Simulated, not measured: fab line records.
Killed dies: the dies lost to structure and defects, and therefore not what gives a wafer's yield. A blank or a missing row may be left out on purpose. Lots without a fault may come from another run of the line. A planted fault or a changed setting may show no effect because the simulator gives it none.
Chamber matching | flow nand-harc | NHARC_P_GATE_ETCH_32 on rie-si-03: 4 sister chambers
The step etches the open film in HBr/Cl2, target depth 150 nm, time 100.1 s. 8 wafers are shown with their chamber, then 7 later ones without.

## WAFERS, EACH WITH ITS CHAMBER
wafer  | chamber | drypump-motor-current-A (A) | throttle-valve-pct (%)
L431.3 | 1       | 5.6                         | 26.414
L434.1 | 0       | 5.5                         | 26.395
L434.5 | 1       | 5.5                         | 26.400
L438.2 | 2       | 5.6                         | 26.414
L438.3 | 3       | 5.1                         | 26.406
L438.4 | 0       | 5.5                         | 26.423
L439.2 | 2       | 5.7                         | 26.417
L439.4 | 3       | 5.2                         | 26.404

## WAFERS MISSING THEIR CHAMBER
wafer  | drypump-motor-current-A (A) | throttle-valve-pct (%)
L439.6 | 5.7                         | 26.400
L450.1 | 5.1                         | 26.407
L450.4 | 5.6                         | 26.408
L450.5 | 5.1                         | 26.408
L453.2 | 5.6                         | 26.409
L453.5 | 5.7                         | 26.436
L453.6 | 5.2                         | 26.397

## CHAMBER TAKEN BY EACH
wafer  | from the rows above          | in truth
L439.6 | can't be placed: 2 or 1 or 0 | 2
L450.1 | 3                            | 3
L450.4 | can't be placed: 1 or 2 or 0 | 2
L450.5 | 3                            | 3
L453.2 | can't be placed: 1 or 2 or 0 | 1
L453.5 | can't be placed: 2 or 1      | 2
L453.6 | 3                            | 3
Correct placement for 3 of the 7. Unplaceable from these rows: 4, with the true chamber sitting among the candidates in 4. Wrongly placed: 0.
How it was worked out, from the rows above alone: a wafer's distance from a chamber is the root of the sum, over the readings, of the square of ((its reading less the chamber's mean) divided by the reading's scatter). The wafer belongs to the nearest chamber; if the next one is less than 2 further off, it can't be placed. For every chamber, the mean is computed from those of its wafers that are shown. The scatter is the square root of a quotient: the sum, over the shown wafers, of each reading's squared deviation from its chamber's mean, divided by wafers minus chambers.
